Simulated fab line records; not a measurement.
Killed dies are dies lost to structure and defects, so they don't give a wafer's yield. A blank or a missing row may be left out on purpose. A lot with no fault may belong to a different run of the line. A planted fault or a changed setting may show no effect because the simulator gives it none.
Chamber matching | flow nand-harc | NHARC_A_STAIRCASE_TRIM_229 on rie-diel-02 has 4 sister chambers
The step chemistry O2, time 211.2 s. 4 wafers are shown with their chamber, then 8 later ones without.

WAFERS, EACH WITH ITS CHAMBER
wafer  | chamber | drypump-motor-current-A (A)
L082.5 | 0       | 5.2
L086.1 | 1       | 6.2
L086.5 | 3       | 5.2
L085.1 | 2       | 4.9

WAFERS MISSING THEIR CHAMBER
wafer  | drypump-motor-current-A (A)
L085.2 | 5.2
L085.4 | 5.2
L092.1 | 5.0
L092.4 | 5.2
L092.5 | 6.2
L094.2 | 5.2
L094.3 | 6.2
L094.5 | 6.2

WHICH CHAMBER EACH ONE RAN IN
wafer  | from the rows above     | in truth
L085.2 | can't be placed: 0 or 3 | 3
L085.4 | can't be placed: 0 or 3 | 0
L092.1 | 2                       | 2
L092.4 | can't be placed: 0 or 3 | 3
L092.5 | 1                       | 1
L094.2 | can't be placed: 0 or 3 | 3
L094.3 | 1                       | 1
L094.5 | 1                       | 1
Correct placement for 4 of the 8. From these rows, 4 cannot be placed; in 4 the true chamber is one of the candidates. Placed wrongly: 0.
How it was worked out, from the rows above alone: a wafer's distance from a chamber is the root of the sum, over the readings, of the square of ((its reading less the chamber's mean) divided by the reading's scatter). If the next closest chamber is less than 2 further off than the closest, the wafer can't be placed; otherwise it belongs to the closest. The mean given for a chamber averages the wafers shown for that chamber. The scatter: with one shown wafer a chamber, the root of the mean of the squares of how far each hidden wafer lies from its nearest shown one.
